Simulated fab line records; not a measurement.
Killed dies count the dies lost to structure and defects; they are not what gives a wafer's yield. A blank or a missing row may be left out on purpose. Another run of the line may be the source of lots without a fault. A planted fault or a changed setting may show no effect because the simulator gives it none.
Chamber matching	flow nand harc	cmp-01 running NHARC_P_BONDPAD_CMP_19: 4 sister chambers
The step polishes, t overpolish 30 s, cu recess touch 16 s, target thk 160.81 nm. 16 wafers are shown with their chamber, then 8 later ones without.

## WAFERS, EACH WITH ITS CHAMBER
wafer	chamber	motor current A (A)	overpolish run s (s)
L080.1	2	11.8	29.996
L080.4	1	12.6	29.996
L080.6	1	13.5	30.009
L081.1	0	12.9	29.997
L081.3	2	12.8	30.004
L081.6	2	12.1	30.000
L083.1	2	12.5	29.986
L083.5	3	11.1	30.001
L083.6	0	12.6	29.977
L085.2	1	13.7	30.004
L085.4	0	11.9	30.017
L085.5	0	12.8	29.990
L090.1	1	13.5	30.012
L090.3	3	11.0	29.979
L090.5	2	11.7	29.991
L091.1	1	13.5	30.000

SIGNATURES, as means of the wafers listed above
reading	chamber 0	chamber 1	chamber 2	chamber 3	scatter within a chamber
motor current A	12.550	13.360	12.180	11.050	0.432
overpolish run s	29.99525	30.00420	29.99540	29.99000	0.011
Rule: for a wafer and a chamber, the distance is found by dividing, reading by reading, the gap between the wafer's reading and the chamber's mean by the reading's scatter, squaring, summing and taking the root. The wafer belongs to the nearest chamber; if the next one is less than 2 further off, it can't be placed. How the scatter is found: for the shown wafers, subtract from each reading the mean of its chamber, square and add these, divide the total by (wafers less chambers), then take the root.

## WAFERS MISSING THEIR CHAMBER
wafer	motor current A (A)	overpolish run s (s)
L091.2	11.1	30.009
L091.5	12.5	30.006
L092.1	12.7	30.004
L092.2	12.2	30.003
L092.4	13.3	29.988
L095.1	12.1	30.007
L095.2	11.6	30.007
L095.5	11.8	30.004

## CHAMBER TAKEN BY EACH
wafer	from the rows above	in truth
L091.2	can't be placed: 3 or 2 or 0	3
L091.5	can't be placed: 0 or 2 or 1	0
L092.1	can't be placed: 0 or 2 or 1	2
L092.2	can't be placed: 2 or 0 or 1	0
L092.4	can't be placed: 1 or 0 or 2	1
L095.1	can't be placed: 2 or 0 or 3 or 1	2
L095.2	can't be placed: 2 or 3 or 0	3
L095.5	can't be placed: 2 or 0 or 3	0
0 of 8 placed correctly. From these rows, 8 cannot be placed; in 8 the true chamber is one of the candidates. Placed wrongly: 0.
